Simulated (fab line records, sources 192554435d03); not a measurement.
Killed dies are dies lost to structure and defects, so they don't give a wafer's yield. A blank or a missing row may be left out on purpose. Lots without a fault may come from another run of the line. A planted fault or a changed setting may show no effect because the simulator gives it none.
Chamber matching | flow n5_finfet | N5_BEOL_M4_ETCH_63 on rie_diel-01: 4 sister chambers
The step etches SiARC in CF4, target depth 15.6 nm, time 26 s. 14 wafers are shown with their chamber, then 7 later ones without.

WAFERS WITH THEIR CHAMBER
wafer  | chamber | drypump_motor_current_A (A) | showerhead_plenum_p_Torr (Torr) | throttle_valve_pct (%)
L075.2 | 0       | 6.8                         | 2.15                            | 15.74
L075.3 | 3       | 5.1                         | 2.11                            | 15.36
L075.5 | 1       | 6.1                         | 2.25                            | 15.55
L074.2 | 2       | 4.9                         | 2.04                            | 15.61
L074.5 | 0       | 6.8                         | 2.15                            | 15.75
L074.6 | 3       | 5.1                         | 2.10                            | 15.37
L079.2 | 3       | 5.1                         | 2.10                            | 15.40
L079.3 | 2       | 4.9                         | 2.04                            | 15.63
L079.4 | 0       | 6.8                         | 2.14                            | 15.75
L081.2 | 1       | 6.2                         | 2.24                            | 15.56
L081.5 | 3       | 5.1                         | 2.10                            | 15.39
L081.6 | 0       | 6.8                         | 2.14                            | 15.76
L092.4 | 1       | 6.1                         | 2.24                            | 15.60
L092.5 | 0       | 6.8                         | 2.13                            | 15.83

SIGNATURES (means of the wafers above)
reading                  | chamber 0 | chamber 1 | chamber 2 | chamber 3 | scatter within a chamber
drypump_motor_current_A  | 6.800     | 6.133     | 4.900     | 5.100     | 0.0258
showerhead_plenum_p_Torr | 2.1420    | 2.2433    | 2.0400    | 2.1025    | 0.00649
throttle_valve_pct       | 15.7660   | 15.5700   | 15.6200   | 15.3800   | 0.0281
Rule: a wafer's distance from a chamber is the root of the sum, over the readings, of the square of ((its reading less the chamber's mean) divided by the reading's scatter). The wafer belongs to the nearest chamber; if the next one is less than 2 further off, it can't be placed. The scatter: the root of (the sum of the squares of (reading less its chamber's mean) over the shown wafers, divided by (wafers less chambers)).

WAFERS WITHOUT THEIR CHAMBER
wafer  | drypump_motor_current_A (A) | showerhead_plenum_p_Torr (Torr) | throttle_valve_pct (%)
L092.6 | 5.1                         | 2.09                            | 15.44
L094.2 | 6.8                         | 2.13                            | 15.81
L094.4 | 6.1                         | 2.23                            | 15.61
L094.6 | 6.1                         | 2.23                            | 15.62
L095.1 | 4.9                         | 2.03                            | 15.68
L095.4 | 6.2                         | 2.23                            | 15.62
L095.5 | 5.1                         | 2.09                            | 15.44

WHICH CHAMBER EACH WENT THROUGH
wafer  | from the rows above | in truth
L092.6 | 3                   | 3
L094.2 | 0                   | 0
L094.4 | 1                   | 1
L094.6 | 1                   | 1
L095.1 | 2                   | 2
L095.4 | 1                   | 1
L095.5 | 3                   | 3
Placed correctly: 7 of 7. Can't be placed from these rows: 0. Placed wrongly: 0.
